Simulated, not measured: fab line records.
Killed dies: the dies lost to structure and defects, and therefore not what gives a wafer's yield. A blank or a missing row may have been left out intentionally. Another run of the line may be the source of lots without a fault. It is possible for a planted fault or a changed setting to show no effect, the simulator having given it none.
Which tool is to blame? | flow nand-harc | 6 lots with 18 wafers sampled at 5 steps, on a route of 1302 steps

== WHAT THE GAUGES READ, wafer by wafer ==
NHARC_END_SORT_01.
lot  | measured     | on        | killed-at-array
L776 | day 25 20:22 | prober-01 | 59 53 49
L791 | day 31 20:32 | prober-02 | 66 58 69

== EACH LOT AND THE TOOL THAT RAN IT (in order: tool; ch and the chambers of the sampled wafers; start) ==
lot  | NHARC_A_CONTACT_ETCH_135             | NHARC_A_CONTACT_ETCH_139             | NHARC_A_CONTACT_ETCH_92            | NHARC_A_CONTACT_ALD_18
L776 | har-cap-etch-02 ch 0,1, day 23 13:51 | har-cap-etch-02 ch 0,1, day 23 14:56 | rie-diel-07 ch 2,3, day 23 15:25   | ald-metal-01 ch 0,1,2, day 23 16:56
L778 | har-cap-etch-03 ch 0,1, day 24 02:31 | har-cap-etch-03 ch 0,1, day 24 03:36 | rie-diel-01 ch 0,2, day 24 04:10   | ald-metal-04 ch 0,2,3, day 24 05:49
L780 | har-cap-etch-01 ch 0,1, day 25 12:36 | har-cap-etch-01 ch 0,1, day 25 14:02 | rie-diel-10 ch 2,3, day 25 14:39   | ald-metal-01 ch 0,1,2, day 25 15:50
L791 | har-cap-etch-03 ch 0, day 29 20:22   | har-cap-etch-03 ch 0, day 29 21:27   | rie-diel-10 ch 1,2, day 29 21:58   | ald-metal-01 ch 0,2,3, day 29 23:10
L793 | har-cap-etch-02 ch 0,1, day 30 10:37 | har-cap-etch-02 ch 0,1, day 30 11:42 | rie-diel-10 ch 0,1,2, day 30 12:16 | ald-metal-03 ch 0,2,3, day 30 13:32
L796 | har-cap-etch-02 ch 0,1, day 31 19:22 | har-cap-etch-02 ch 0,1, day 31 20:27 | rie-diel-10 ch 1,2, day 31 20:58   | ald-metal-04 ch 0,1, day 31 22:08
- NHARC_A_CONTACT_ETCH_135: etches the open film in C4F8/O2/Ar, time 311 s, target depth 1912 nm.
- NHARC_A_CONTACT_ETCH_139: etches the open film in C4F8/O2/Ar, time 195 s, target depth 840 nm.
- NHARC_A_CONTACT_ETCH_92: etches the open film in CH3F/O2, target depth 40 nm, time 85.7 s.
- NHARC_A_CONTACT_ALD_18: deposits TiN, target thk 3 nm, pulse time 1 s, ald cycles 150.

== THE ANSWER, worked out from the rows above alone ==
Rule: what is usual is taken from the lots themselves. Put in order of their means at a reading, lots are off if they are a third of the lots or fewer, leave a main group of 4 or more, and stand apart from it by a gap of 3 or more times the standard deviation of the main group's means; of several such gaps the widest counts. Not used: any main group whose means are identical at the precision the tables above print for the reading. Also off: a lot with no number at a reading for which 4 or more lots have one. The other lots that the step has rows for count as sound.
No lot is off at any reading shown: from this, nothing can be told.

== WHAT WAS PUT IN BY THE SIMULATOR ==
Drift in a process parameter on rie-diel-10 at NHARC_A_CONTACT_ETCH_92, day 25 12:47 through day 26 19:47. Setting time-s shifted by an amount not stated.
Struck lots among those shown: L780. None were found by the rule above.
